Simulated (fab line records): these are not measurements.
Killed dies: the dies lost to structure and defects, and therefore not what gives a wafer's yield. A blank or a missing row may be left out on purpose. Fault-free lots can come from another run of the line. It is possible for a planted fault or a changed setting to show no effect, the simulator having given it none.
Which tool was responsible? / flow n5 finfet / 9 lots, 27 wafers sampled, at 5 steps of a route of 1938

## WHAT EACH GAUGE READ, for each wafer
The record lacks any reading of a measuring or inspecting step that a usual standard deviation could be used to judge.

## WHICH TOOL RAN EACH LOT (tool, then ch and the chambers of the sampled wafers, then the start)
lot=L773; N5_BEOL_M9_ETCH_41=rie diel-03 ch 1,2, day 10 08:51 or earlier; N5_BEOL_M10_PECVD_70=pecvd-03 ch 0,1, day 10 08:51; N5_BEOL_M10_HM_DEP_02=pvd sputter-01, day 10 10:34; N5_BEOL_M10_DESCUM_16=rie diel-06 ch 1,3, day 10 11:09; N5_BEOL_M10_CMP_52=cmp-03 ch 0,1, day 10 16:28
lot=L775; N5_BEOL_M9_ETCH_41=rie diel-02 ch 0,3, day 10 13:48 or earlier; N5_BEOL_M10_PECVD_70=pecvd-02 ch 0,1,2, day 10 13:48; N5_BEOL_M10_HM_DEP_02=pvd sputter-03, day 10 15:04; N5_BEOL_M10_DESCUM_16=rie diel-04 ch 1,2,3, day 10 15:46; N5_BEOL_M10_CMP_52=cmp-01 ch 0,1,3, day 10 21:46
lot=L774; N5_BEOL_M9_ETCH_41=rie diel-03 ch 2,3, day 11 08:08 or earlier; N5_BEOL_M10_PECVD_70=pecvd-03 ch 0,1,2, day 11 08:08; N5_BEOL_M10_HM_DEP_02=pvd sputter-01, day 11 08:38; N5_BEOL_M10_DESCUM_16=rie diel-04 ch 0,1, day 11 09:25; N5_BEOL_M10_CMP_52=cmp-02 ch 0,2,3, day 11 15:36
lot=L788; N5_BEOL_M9_ETCH_41=rie diel-02 ch 0,1,2, day 14 02:11 or earlier; N5_BEOL_M10_PECVD_70=pecvd-02 ch 0,2, day 14 02:11; N5_BEOL_M10_HM_DEP_02=pvd sputter-03, day 14 03:33; N5_BEOL_M10_DESCUM_16=rie diel-06 ch 1,3, day 14 04:44; N5_BEOL_M10_CMP_52=cmp-03 ch 0,1,3, day 14 10:04
lot=L787; N5_BEOL_M9_ETCH_41=rie diel-02 ch 0,1, day 14 11:10 or earlier; N5_BEOL_M10_PECVD_70=pecvd-01 ch 0,1, day 14 11:10; N5_BEOL_M10_HM_DEP_02=pvd sputter-01, day 14 11:59; N5_BEOL_M10_DESCUM_16=rie diel-01 ch 0,2, day 14 12:47; N5_BEOL_M10_CMP_52=cmp-01 ch 0,1,3, day 14 19:38
lot=L792; N5_BEOL_M9_ETCH_41=rie diel-02 ch 2,3, day 15 11:52 or earlier; N5_BEOL_M10_PECVD_70=pecvd-03 ch 1,2, day 15 11:52; N5_BEOL_M10_HM_DEP_02=pvd sputter-03, day 15 13:39; N5_BEOL_M10_DESCUM_16=rie diel-06 ch 1,2, day 15 14:07; N5_BEOL_M10_CMP_52=cmp-01 ch 0,2,3, day 15 17:39
lot=L793; N5_BEOL_M9_ETCH_41=rie diel-05 ch 0,1,3, day 15 22:31 or earlier; N5_BEOL_M10_PECVD_70=pecvd-02 ch 0,2, day 15 22:31; N5_BEOL_M10_HM_DEP_02=pvd sputter-03, day 16 02:21; N5_BEOL_M10_DESCUM_16=rie diel-01 ch 0,1,2, day 16 02:49; N5_BEOL_M10_CMP_52=cmp-03 ch 0,2,3, day 16 07:12
lot=L794; N5_BEOL_M9_ETCH_41=rie diel-03 ch 0,2,3, day 16 05:12 or earlier; N5_BEOL_M10_PECVD_70=pecvd-03 ch 0,2, day 16 05:12; N5_BEOL_M10_HM_DEP_02=pvd sputter-03, day 16 05:51; N5_BEOL_M10_DESCUM_16=rie diel-06 ch 0,3, day 16 06:40; N5_BEOL_M10_CMP_52=cmp-01 ch 0,1, day 16 11:00
lot=L795; N5_BEOL_M9_ETCH_41=rie diel-02 ch 0,2,3, day 16 08:43 or earlier; N5_BEOL_M10_PECVD_70=pecvd-01 ch 0,2, day 16 08:43; N5_BEOL_M10_HM_DEP_02=pvd sputter-03, day 16 09:16; N5_BEOL_M10_DESCUM_16=rie diel-01 ch 0,1,2, day 16 09:53; N5_BEOL_M10_CMP_52=cmp-03 ch 0,1,2, day 16 13:29
- N5_BEOL_M9_ETCH_41: etches SiCN in CH3F/O2, target depth 36.6 nm, time 70.1 s.
- N5_BEOL_M10_PECVD_70: deposits SiO2 from TEOS/O2, target thk 20 nm, time 22.7 s.
- N5_BEOL_M10_HM_DEP_02: deposits TiN, target thk 20 nm.
- N5_BEOL_M10_DESCUM_16: chemistry O2, time 7.9 s.
- N5_BEOL_M10_CMP_52: polishes, stops on SiCOH lowk, t overpolish 7 s, target thk 140 nm.

## WHAT THE TOOLS THEMSELVES READ (means of the sampled wafers that have a number; where no wafer has one, the mark that the record gives instead)
N5_BEOL_M9_ETCH_41. Usual: bias w 74.99 W, standard deviation 0.2; drypump motor current A 5.8 A, standard deviation 0.53; oes product au 0.80 a.u., standard deviation 0.1; rf fwd power W 392.3 W, standard deviation 1.4; rf vpp V 297.9 V, standard deviation 1.4; showerhead plenum p Torr 2.04 Torr, standard deviation 0.06; throttle valve pct 16.31 %, standard deviation 0.26.
lot=L773; tool=rie diel-03; bias w (W)=74.93; drypump motor current A (A)=5.5; oes product au (a.u.)=0.81; rf fwd power W (W)=390.7; rf vpp V (V)=297.8; showerhead plenum p Torr (Torr)=2.01; throttle valve pct (%)=16.59; flag=
lot=L775; tool=rie diel-02; bias w (W)=74.96; drypump motor current A (A)=5.5; oes product au (a.u.)=0.68; rf fwd power W (W)=392.8; rf vpp V (V)=298.3; showerhead plenum p Torr (Torr)=2.05; throttle valve pct (%)=16.40; flag=
lot=L774; tool=rie diel-03; bias w (W)=75.10; drypump motor current A (A)=5.6; oes product au (a.u.)=0.87; rf fwd power W (W)=390.9; rf vpp V (V)=298.7; showerhead plenum p Torr (Torr)=2.07; throttle valve pct (%)=16.43; flag=
lot=L788; tool=rie diel-02; bias w (W)=74.83; drypump motor current A (A)=5.8; oes product au (a.u.)=0.86; rf fwd power W (W)=393.8; rf vpp V (V)=298.9; showerhead plenum p Torr (Torr)=2.07; throttle valve pct (%)=16.05; flag=
lot=L787; tool=rie diel-02; bias w (W)=75.03; drypump motor current A (A)=5.9; oes product au (a.u.)=0.82; rf fwd power W (W)=392.1; rf vpp V (V)=298.6; showerhead plenum p Torr (Torr)=2.02; throttle valve pct (%)=16.03; flag=
lot=L792; tool=rie diel-02; bias w (W)=75.18; drypump motor current A (A)=6.2; oes product au (a.u.)=0.93; rf fwd power W (W)=392.7; rf vpp V (V)=298.2; showerhead plenum p Torr (Torr)=2.08; throttle valve pct (%)=15.94; flag=
lot=L793; tool=rie diel-05; bias w (W)=75.05; drypump motor current A (A)=5.9; oes product au (a.u.)=0.75; rf fwd power W (W)=391.0; rf vpp V (V)=297.0; showerhead plenum p Torr (Torr)=2.01; throttle valve pct (%)=16.40; flag=
lot=L794; tool=rie diel-03; bias w (W)=74.99; drypump motor current A (A)=5.6; oes product au (a.u.)=0.80; rf fwd power W (W)=392.1; rf vpp V (V)=297.7; showerhead plenum p Torr (Torr)=2.03; throttle valve pct (%)=16.50; flag=
lot=L795; tool=rie diel-02; bias w (W)=75.07; drypump motor current A (A)=5.8; oes product au (a.u.)=0.89; rf fwd power W (W)=391.6; rf vpp V (V)=297.9; showerhead plenum p Torr (Torr)=2.08; throttle valve pct (%)=16.02; flag=

N5_BEOL_M10_PECVD_70. Usual: heater power w 677 W, standard deviation 80; rf fwd power W 445.6 W, standard deviation 1.6; showerhead plenum p Torr 8.77 Torr, standard deviation 0.051; showerhead vpp V 1306 V, standard deviation 61; susceptor temp C 399.97 C, standard deviation 0.21; throttle valve pct 22.2 %, standard deviation 1.2.
lot=L773; tool=pecvd-03; heater power w (W)=620; rf fwd power W (W)=446.4; showerhead plenum p Torr (Torr)=8.79; showerhead vpp V (V)=1322; susceptor temp C (C)=400.00; throttle valve pct (%)=22.1; flag=
lot=L775; tool=pecvd-02; heater power w (W)=677; rf fwd power W (W)=444.8; showerhead plenum p Torr (Torr)=8.76; showerhead vpp V (V)=1315; susceptor temp C (C)=400.12; throttle valve pct (%)=22.9; flag=
lot=L774; tool=pecvd-03; heater power w (W)=622; rf fwd power W (W)=445.9; showerhead plenum p Torr (Torr)=8.76; showerhead vpp V (V)=1321; susceptor temp C (C)=410.15; throttle valve pct (%)=21.6; flag=OFF
lot=L788; tool=pecvd-02; heater power w (W)=719; rf fwd power W (W)=446.3; showerhead plenum p Torr (Torr)=8.77; showerhead vpp V (V)=1320; susceptor temp C (C)=399.55; throttle valve pct (%)=21.7; flag=
lot=L787; tool=pecvd-01; heater power w (W)=801; rf fwd power W (W)=444.8; showerhead plenum p Torr (Torr)=8.73; showerhead vpp V (V)=1327; susceptor temp C (C)=399.95; throttle valve pct (%)=22.2; flag=
lot=L792; tool=pecvd-03; heater power w (W)=629; rf fwd power W (W)=445.7; showerhead plenum p Torr (Torr)=8.73; showerhead vpp V (V)=1365; susceptor temp C (C)=399.97; throttle valve pct (%)=21.2; flag=
lot=L793; tool=pecvd-02; heater power w (W)=719; rf fwd power W (W)=446.7; showerhead plenum p Torr (Torr)=8.76; showerhead vpp V (V)=1323; susceptor temp C (C)=399.98; throttle valve pct (%)=21.8; flag=
lot=L794; tool=pecvd-03; heater power w (W)=579; rf fwd power W (W)=446.7; showerhead plenum p Torr (Torr)=8.76; showerhead vpp V (V)=1327; susceptor temp C (C)=400.02; throttle valve pct (%)=21.0; flag=
lot=L795; tool=pecvd-01; heater power w (W)=755; rf fwd power W (W)=445.2; showerhead plenum p Torr (Torr)=8.82; showerhead vpp V (V)=1276; susceptor temp C (C)=400.04; throttle valve pct (%)=21.8; flag=

N5_BEOL_M10_HM_DEP_02. Usual: chamber pressure pa 0.4999 Pa, standard deviation 0.00091; throttle valve pct 29.6 %, standard deviation 1.2.
lot=L773; tool=pvd sputter-01; chamber pressure pa (Pa)=0.5000; throttle valve pct (%)=29.0; flag=
lot=L775; tool=pvd sputter-03; chamber pressure pa (Pa)=0.5001; throttle valve pct (%)=29.0; flag=
lot=L774; tool=pvd sputter-01; chamber pressure pa (Pa)=0.4992; throttle valve pct (%)=29.7; flag=
lot=L788; tool=pvd sputter-03; chamber pressure pa (Pa)=0.5003; throttle valve pct (%)=30.6; flag=
lot=L787; tool=pvd sputter-01; chamber pressure pa (Pa)=0.4990; throttle valve pct (%)=29.7; flag=
lot=L792; tool=pvd sputter-03; chamber pressure pa (Pa)=0.5007; throttle valve pct (%)=28.6; flag=
lot=L793; tool=pvd sputter-03; chamber pressure pa (Pa)=0.5004; throttle valve pct (%)=30.5; flag=
lot=L794; tool=pvd sputter-03; chamber pressure pa (Pa)=0.4998; throttle valve pct (%)=28.9; flag=
lot=L795; tool=pvd sputter-03; chamber pressure pa (Pa)=0.5001; throttle valve pct (%)=29.5; flag=

N5_BEOL_M10_DESCUM_16. Usual: drypump motor current A 5.6 A, standard deviation 0.46; oes product au 0.81 a.u., standard deviation 0.072; rf fwd power W 49.45 W, standard deviation 0.19; rf vpp V 243.4 V, standard deviation 1.4; showerhead plenum p Torr 2.09 Torr, standard deviation 0.074; throttle valve pct 20.30 %, standard deviation 0.21.
lot=L773; tool=rie diel-06; drypump motor current A (A)=5.4; oes product au (a.u.)=0.88; rf fwd power W (W)=49.21; rf vpp V (V)=243.1; showerhead plenum p Torr (Torr)=2.11; throttle valve pct (%)=20.46; flag=
lot=L775; tool=rie diel-04; drypump motor current A (A)=5.6; oes product au (a.u.)=0.81; rf fwd power W (W)=49.63; rf vpp V (V)=243.9; showerhead plenum p Torr (Torr)=2.08; throttle valve pct (%)=20.37; flag=
lot=L774; tool=rie diel-04; drypump motor current A (A)=5.9; oes product au (a.u.)=0.87; rf fwd power W (W)=49.66; rf vpp V (V)=243.6; showerhead plenum p Torr (Torr)=2.09; throttle valve pct (%)=20.28; flag=
lot=L788; tool=rie diel-06; drypump motor current A (A)=5.4; oes product au (a.u.)=0.82; rf fwd power W (W)=49.29; rf vpp V (V)=243.1; showerhead plenum p Torr (Torr)=2.10; throttle valve pct (%)=20.50; flag=
lot=L787; tool=rie diel-01; drypump motor current A (A)=5.5; oes product au (a.u.)=0.78; rf fwd power W (W)=49.40; rf vpp V (V)=242.6; showerhead plenum p Torr (Torr)=2.09; throttle valve pct (%)=20.45; flag=
lot=L792; tool=rie diel-06; drypump motor current A (A)=6.0; oes product au (a.u.)=0.78; rf fwd power W (W)=49.44; rf vpp V (V)=244.2; showerhead plenum p Torr (Torr)=2.13; throttle valve pct (%)=20.27; flag=
lot=L793; tool=rie diel-01; drypump motor current A (A)=5.4; oes product au (a.u.)=0.81; rf fwd power W (W)=49.32; rf vpp V (V)=242.9; showerhead plenum p Torr (Torr)=2.08; throttle valve pct (%)=20.40; flag=
lot=L794; tool=rie diel-06; drypump motor current A (A)=5.1; oes product au (a.u.)=0.87; rf fwd power W (W)=49.57; rf vpp V (V)=241.9; showerhead plenum p Torr (Torr)=2.06; throttle valve pct (%)=20.33; flag=
lot=L795; tool=rie diel-01; drypump motor current A (A)=5.3; oes product au (a.u.)=0.80; rf fwd power W (W)=49.23; rf vpp V (V)=243.6; showerhead plenum p Torr (Torr)=2.08; throttle valve pct (%)=20.41; flag=

N5_BEOL_M10_CMP_52. Usual: barrier field endpoint s 28.7 s, standard deviation 0.82; motor current A 5.7 A, standard deviation 0.64.
lot=L773; tool=cmp-03; barrier field endpoint s (s)=28.8; motor current A (A)=5.7; flag=
lot=L775; tool=cmp-01; barrier field endpoint s (s)=28.2; motor current A (A)=5.4; flag=
lot=L774; tool=cmp-02; barrier field endpoint s (s)=27.3; motor current A (A)=5.8; flag=
lot=L788; tool=cmp-03; barrier field endpoint s (s)=29.6; motor current A (A)=5.8; flag=
lot=L787; tool=cmp-01; barrier field endpoint s (s)=28.6; motor current A (A)=5.4; flag=
lot=L792; tool=cmp-01; barrier field endpoint s (s)=28.8; motor current A (A)=5.9; flag=
lot=L793; tool=cmp-03; barrier field endpoint s (s)=29.5; motor current A (A)=5.7; flag=
lot=L794; tool=cmp-01; barrier field endpoint s (s)=27.8; motor current A (A)=6.0; flag=
lot=L795; tool=cmp-03; barrier field endpoint s (s)=29.7; motor current A (A)=5.4; flag=

## THE ANSWER, worked out from the rows above alone
Rule: a lot is off if the mean of its wafers that have a number lies more than 3 standard deviations from the usual mean. Also off: a lot with no number at a reading for which 4 or more lots have one. Where the step has rows for the other lots, those lots are counted as sound. First the gauges in route order, then the tools' own readings, where a lot's mean is used as printed above. The first step at which some lot is off is used, and at that step the reading that is off furthest; a lot without a number counts as furthest.
Off: L774 (N5_BEOL_M10_PECVD_70, susceptor temp C).
A tool fits if, at that step or a process step before it, it ran every lot that is off, and no sound lot after the first of them. N5_BEOL_M9_ETCH_41: start missing for some lots; hours and lot order therefore follow N5_BEOL_M10_PECVD_70. Of those tried, none fits.

## WHAT HAD BEEN PUT IN BY THE SIMULATOR
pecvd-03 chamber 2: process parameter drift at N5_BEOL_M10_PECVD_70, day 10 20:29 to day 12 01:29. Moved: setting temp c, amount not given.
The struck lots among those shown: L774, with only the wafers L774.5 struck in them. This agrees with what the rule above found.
